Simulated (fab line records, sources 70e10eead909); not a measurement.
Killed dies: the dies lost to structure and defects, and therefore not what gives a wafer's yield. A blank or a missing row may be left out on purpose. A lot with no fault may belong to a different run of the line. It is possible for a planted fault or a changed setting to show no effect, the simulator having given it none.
Matching of chambers + flow nand_harc + cmp-04 running NHARC_P_BONDPAD_CMP_32: 4 sister chambers
The step polishes SiCN, target thk 200 nm. 14 wafers are shown with their chamber, then 7 later ones without.

WAFERS PAIRED WITH THEIR CHAMBERS
| wafer  | chamber | motor_current_A (A) | retaining_ring_pressure_frac |
|--------|---------|---------------------|------------------------------|
| L344.2 | 0       | 10.3                | 0.994                        |
| L344.3 | 2       | 12.2                | 1.005                        |
| L344.4 | 1       | 11.8                | 1.000                        |
| L343.1 | 3       | 12.4                | 1.007                        |
| L343.2 | 1       | 11.4                | 1.001                        |
| L343.3 | 0       | 10.7                | 0.994                        |
| L346.4 | 0       | 10.2                | 0.997                        |
| L346.5 | 2       | 12.1                | 1.000                        |
| L346.6 | 1       | 11.5                | 1.002                        |
| L354.1 | 0       | 10.5                | 1.000                        |
| L354.4 | 2       | 12.0                | 1.001                        |
| L354.6 | 2       | 12.1                | 1.000                        |
| L363.1 | 1       | 11.9                | 1.006                        |
| L363.2 | 2       | 12.1                | 1.011                        |

SIGNATURES, as means of the wafers listed above
| reading                      | chamber 0 | chamber 1 | chamber 2 | chamber 3 | scatter within a chamber |
|------------------------------|-----------|-----------|-----------|-----------|--------------------------|
| motor_current_A              | 10.425    | 11.650    | 12.100    | 12.400    | 0.184                    |
| retaining_ring_pressure_frac | 0.99625   | 1.00225   | 1.00340   | 1.00700   | 0.00367                  |
Rule: for a wafer and a chamber, the distance is found by dividing, reading by reading, the gap between the wafer's reading and the chamber's mean by the reading's scatter, squaring, summing and taking the root. If the next closest chamber is less than 2 further off than the closest, the wafer can't be placed; otherwise it belongs to the closest. The scatter: the root of (the sum of the squares of (reading less its chamber's mean) over the shown wafers, divided by (wafers less chambers)).

WAFERS MISSING THEIR CHAMBER
| wafer  | motor_current_A (A) | retaining_ring_pressure_frac |
|--------|---------------------|------------------------------|
| L363.3 | 11.1                | 1.005                        |
| L365.3 | 10.7                | 0.998                        |
| L365.4 | 12.3                | 0.995                        |
| L365.6 | 11.4                | 0.992                        |
| L364.2 | 10.5                | 1.003                        |
| L364.5 | 11.9                | 1.008                        |
| L364.6 | 11.9                | 0.997                        |

WHICH CHAMBER EACH WENT THROUGH
| wafer  | from the rows above          | in truth |
|--------|------------------------------|----------|
| L363.3 | can't be placed: 1 or 0      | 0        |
| L365.3 | 0                            | 0        |
| L365.4 | can't be placed: 2 or 3 or 1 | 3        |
| L365.6 | can't be placed: 1 or 2      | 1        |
| L364.2 | 0                            | 0        |
| L364.5 | can't be placed: 2 or 1 or 3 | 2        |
| L364.6 | can't be placed: 1 or 2 or 3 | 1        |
Placed correctly: 2 of 7. From these rows, 5 cannot be placed; in 5 the true chamber is one of the candidates. Wrongly placed: 0.
